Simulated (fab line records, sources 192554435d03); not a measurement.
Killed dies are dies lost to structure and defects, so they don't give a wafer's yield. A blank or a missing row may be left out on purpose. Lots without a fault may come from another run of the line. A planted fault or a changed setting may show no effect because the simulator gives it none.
A struck lot beside a sound one | flow n5_finfet | 14 steps out of a route of 1938
Sound: wafers L382.1, L382.2, L382.5. Struck: wafer L396.2. (L396.4, L396.6 of the same lot were not struck and are left out.) The cause comes at the end.
At each step with rows: each side's tool, then ch and its chambers, then its first start. Under that, the readings that differ: sound wafers | struck wafers | difference of the means | sigmas: that difference in standard deviations of wafers without a fault.
alike: readings whose means differ by less than 2 such deviations, and words and numbers that are the same on both sides. not compared: withheld readings, readings that some wafer has no value for, bounds like >300 that may hide the same value, and numbers for which the record gives no deviation and whose values overlap.
The two part at a step that has a row with sigmas, a row that says differs or no value, or rows on one side only. Numbers that don't overlap but have no deviation are shown without sigmas and don't part them. A reading that every wafer of one side lacks parts them only if that side has two wafers or more.

N5_START_INSPECT_01: inspects for defects (unpatterned scan).
  sound on defect_inspect-01, day 1 18:02; struck on defect_inspect-02, day 5 06:02
  alike: raw_defect_count
then, 2 steps without rows for these wafers: N5_ZERO_LAYER_PRECLEAN_00 (cleans in SPM, time 600 s); N5_ZERO_LAYER_SRD_01 (time 30 s, dry time 30 s).
N5_ZERO_LAYER_PECVD_02: deposits SiO2 from SiH4/N2O, target thk 10 nm, time 6 s.
  sound on pecvd-03 ch 0,2, day 1 18:18; struck on pecvd-03 ch 2, day 5 06:19
  alike: heater_power_w, showerhead_plenum_p_Torr, showerhead_vpp_V
then, 5 steps without rows for these wafers: N5_ZERO_LAYER_HMDS_04 (time 60 s); N5_ZERO_LAYER_COAT_05 (resist thk 1000 nm); N5_ZERO_LAYER_EBR_07; N5_ZERO_LAYER_SOFTBAKE_06 (time 90 s); N5_ZERO_LAYER_EXPOSE_08 (exposes mask ZERO, defocus 0 nm, target cd 2000 nm).
N5_ZERO_LAYER_PEB_09:
  sound on litho_track-01 ch 0, day 1 18:40; struck on litho_track-05 ch 0, day 5 06:37
  not compared: chill_plate_temp_C
then, 2 steps without rows for these wafers: N5_ZERO_LAYER_DEVELOP_10 (develop time 60 s); N5_ZERO_LAYER_HARDBAKE_23 (time 120 s).
N5_ZERO_LAYER_CD_MEAS_11: target cd 2000 nm.
  sound on cd_sem-01 ch 0, day 1 18:47; struck on cd_sem-01 ch 0, day 5 06:44
  reading    | sound                | struck | difference | sigmas
  cd_nm (nm) | 1995.6 1998.2 1999.1 | 1992.3 | -5.3       | -2
N5_ZERO_LAYER_DESCUM_16: chemistry O2, time 7.9 s.
  sound on rie_diel-04 ch 1,2,3, day 1 18:49; struck on rie_diel-04 ch 1, day 5 06:47
  alike: drypump_motor_current_A, oes_product_au, rf_vpp_V, showerhead_plenum_p_Torr, throttle_valve_pct
  not compared: rf_hours_counter_h

WHERE THEY PART
Only at N5_ZERO_LAYER_CD_MEAS_11, within this record. Later steps at which nothing parts them and some readings are alike: N5_ZERO_LAYER_DESCUM_16.

WHY: what the simulator had put in
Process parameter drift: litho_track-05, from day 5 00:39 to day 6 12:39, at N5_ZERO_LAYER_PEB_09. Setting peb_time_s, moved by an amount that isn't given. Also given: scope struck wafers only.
